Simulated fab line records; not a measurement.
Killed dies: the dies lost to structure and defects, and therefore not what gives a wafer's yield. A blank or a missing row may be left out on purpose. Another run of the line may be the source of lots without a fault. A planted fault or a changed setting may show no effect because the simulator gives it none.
What tool caused it? | flow nand harc | Sampling: 13 lots, 39 wafers, 5 of 1302 route steps

WHAT THE GAUGES SHOWED, per wafer
NHARC_END_SORT_01.
lot  | measured     | on        | defect limited yield (%) | killed at array | killed at other | killed at periphery | killed dies | killed open | killed short | sort_bin_2_pct (%) | sort_bin_3_pct (%) | sort_bin_4_pct (%) | sort n pass | sort rim yield pct (%) | sort yield pct (%)
L604 | day 27 15:55 | prober-02 | 92.3 65.9 63.2           | 47 228 247      | 0 2 0           | 5 1 2               | 52 231 249  | 2 1 3       | 4 2 0        | 2.7 10.9 11.7      | 0.7 1.8 2.4        | 4.3 21.4 22.7      | 625 446 428 | 92 64 68               | 92.3 65.9 63.2
L606 | day 29 03:49 | prober-02 | 62.3 90.0 60.4           | 241 55 254      | 2 0 4           | 12 13 10            | 255 68 268  | 3 2 3       | 3 3 2        | 10.6 3.5 12.4      | 3.2 0.1 2.7        | 23.8 6.4 24.5      | 422 609 409 | 58 85 65               | 62.3 90.0 60.4
L617 | day 33 05:20 | prober-02 | 90.4 91.7 92.3           | 53 53 42        | 10 2 8          | 2 1 2               | 65 56 52    | 6 4 4       | 4 1 1        | 4.1 3.1 3.2        | 0.9 0.7 0.4        | 4.6 4.4 4.0        | 612 621 625 | 82 84 92               | 90.4 91.7 92.3
L618 | day 33 13:57 | prober-02 | 92.9 93.9 93.8           | 36 32 35        | 0 0 0           | 12 9 7              | 48 41 42    | 2 3 0       | 3 1 1        | 1.9 1.0 1.8        | 0.3 0.3 0.3        | 4.9 4.7 4.1        | 629 636 635 | 91 92 95               | 92.9 93.9 93.8

WHAT TOOL EACH LOT RAN ON (gives the tool, then ch and the chambers of the sampled wafers, and finally the start)
lot  | NHARC_A_M0_ECD_22              | NHARC_THIN_TSV_STRIP_45              | NHARC_THIN_TSV_DEGAS_49      | NHARC_THIN_TSV_ANNEAL_52
L597 | ecd cu-02 ch 0,1, day 22 22:17 | plasma asher-01 ch 0,1, day 24 01:22 | pvd sputter-01, day 24 03:23 | rtp anneal-01 ch 0, day 24 04:35
L598 | ecd cu-02 ch 0,1, day 23 10:00 | plasma asher-01 ch 0,1, day 24 09:16 | pvd sputter-01, day 24 10:58 | rtp anneal-01 ch 0, day 24 12:11
L600 | ecd cu-02 ch 0,1, day 23 15:38 | plasma asher-02 ch 0,1, day 24 17:13 | pvd sputter-01, day 24 18:57 | rtp anneal-01 ch 0, day 24 20:08
L599 | ecd cu-01 ch 0,1, day 23 22:25 | plasma asher-01 ch 0, day 24 22:20   | pvd sputter-02, day 25 00:03 | rtp anneal-01 ch 0, day 25 01:16
L604 | ecd cu-01 ch 0,1, day 26 01:05 | plasma asher-02 ch 0,1, day 26 22:58 | pvd sputter-03, day 27 00:36 | rtp anneal-02 ch 0, day 27 01:53
L606 | ecd cu-01 ch 0,1, day 27 13:39 | plasma asher-01 ch 0,1, day 28 12:04 | pvd sputter-02, day 28 13:49 | rtp anneal-02 ch 0, day 28 15:02
L614 | ecd cu-02 ch 0,1, day 28 20:20 | plasma asher-02 ch 1, day 29 21:06   | pvd sputter-01, day 29 22:56 | rtp anneal-02 ch 0, day 30 00:08
L615 | ecd cu-02 ch 0,1, day 29 21:52 | plasma asher-01 ch 0,1, day 30 21:19 | pvd sputter-01, day 30 22:58 | rtp anneal-01 ch 0, day 31 00:15
L616 | ecd cu-02 ch 0,1, day 31 03:45 | plasma asher-02 ch 0,1, day 32 03:49 | pvd sputter-02, day 32 05:33 | rtp anneal-01 ch 0, day 32 07:02
L617 | ecd cu-02 ch 0,1, day 31 12:29 | plasma asher-01 ch 0,1, day 32 14:17 | pvd sputter-01, day 32 16:05 | rtp anneal-01 ch 0, day 32 17:19
L619 | ecd cu-01 ch 0,1, day 31 17:36 | plasma asher-01 ch 0,1, day 32 15:46 | pvd sputter-02, day 32 17:27 | rtp anneal-01 ch 0, day 32 18:40
L618 | ecd cu-01 ch 0,1, day 31 19:03 | plasma asher-01 ch 0,1, day 32 19:11 | pvd sputter-03, day 32 20:47 | rtp anneal-02 ch 0, day 32 22:15
L620 | ecd cu-01 ch 0,1, day 31 22:22 | plasma asher-01 ch 0,1, day 32 20:25 | pvd sputter-02, day 32 22:10 | rtp anneal-02 ch 0, day 32 23:23
- NHARC_A_M0_ECD_22: material Cu, target thk 400 nm.
- NHARC_THIN_TSV_STRIP_45: strips in O2.
- NHARC_THIN_TSV_DEGAS_49: time 120 s.
- NHARC_THIN_TSV_ANNEAL_52: time 90 s.

AS READ BY THE TOOLS THEMSELVES (means over the sampled wafers that have a number; for cases with no such wafer, the mark the record gives instead)
NHARC_THIN_TSV_STRIP_45.
lot  | tool            | drypump motor current A (A) | heater power w (W)
L597 | plasma asher-01 | 5.9                         | 329
L598 | plasma asher-01 | 5.7                         | 319
L600 | plasma asher-02 | 5.2                         | 318
L599 | plasma asher-01 | 6.1                         | 328
L604 | plasma asher-02 | 5.4                         | 317
L606 | plasma asher-01 | 5.6                         | 328
L614 | plasma asher-02 | 5.1                         | 301
L615 | plasma asher-01 | 5.6                         | 331
L616 | plasma asher-02 | 5.2                         | 308
L617 | plasma asher-01 | 5.9                         | 331
L619 | plasma asher-01 | 5.6                         | 329
L618 | plasma asher-01 | 5.9                         | 330
L620 | plasma asher-01 | 5.7                         | 322

NHARC_THIN_TSV_DEGAS_49.
lot  | tool           | heater power w (W)
L597 | pvd sputter-01 | 444
L598 | pvd sputter-01 | 443
L600 | pvd sputter-01 | 424
L599 | pvd sputter-02 | 508
L604 | pvd sputter-03 | 490
L606 | pvd sputter-02 | 508
L614 | pvd sputter-01 | 395
L615 | pvd sputter-01 | 372
L616 | pvd sputter-02 | 519
L617 | pvd sputter-01 | 402
L619 | pvd sputter-02 | 476
L618 | pvd sputter-03 | 500
L620 | pvd sputter-02 | 494

NHARC_THIN_TSV_ANNEAL_52.
lot  | tool          | wafer_temp_C_max
L597 | rtp anneal-01 | 225.2
L598 | rtp anneal-01 | 225.4
L600 | rtp anneal-01 | 225.3
L599 | rtp anneal-01 | 225.5
L604 | rtp anneal-02 | 226.2
L606 | rtp anneal-02 | 226.2
L614 | rtp anneal-02 | 226.0
L615 | rtp anneal-01 | 225.5
L616 | rtp anneal-01 | 225.5
L617 | rtp anneal-01 | 225.6
L619 | rtp anneal-01 | 225.5
L618 | rtp anneal-02 | 226.0
L620 | rtp anneal-02 | 226.1

THE ANSWER, worked out from the rows above alone
Rule: the usual values come from the lots themselves. The widest of any qualifying gaps counts: lots, ordered by their means at a reading, are off when they make up no more than a third of the lots, leave a main group of 4 or more, and stand apart from it by 3 or more times the standard deviation of that group's means. Not used: any main group whose means are identical at the precision the tables above print for the reading. Also off: a lot with no number at a reading for which 4 or more lots have one. Any other lot the step has rows for is counted as sound. After the gauges, taken in route order, come the tools' own readings; for these a lot's mean is taken, as printed above. At the first step where some lot is off, the reading lying furthest off is the one used; lots without a number count as furthest.
Across all readings shown, no lot is off: no conclusion can be drawn from this.

WHAT WAS PUT IN BY THE SIMULATOR
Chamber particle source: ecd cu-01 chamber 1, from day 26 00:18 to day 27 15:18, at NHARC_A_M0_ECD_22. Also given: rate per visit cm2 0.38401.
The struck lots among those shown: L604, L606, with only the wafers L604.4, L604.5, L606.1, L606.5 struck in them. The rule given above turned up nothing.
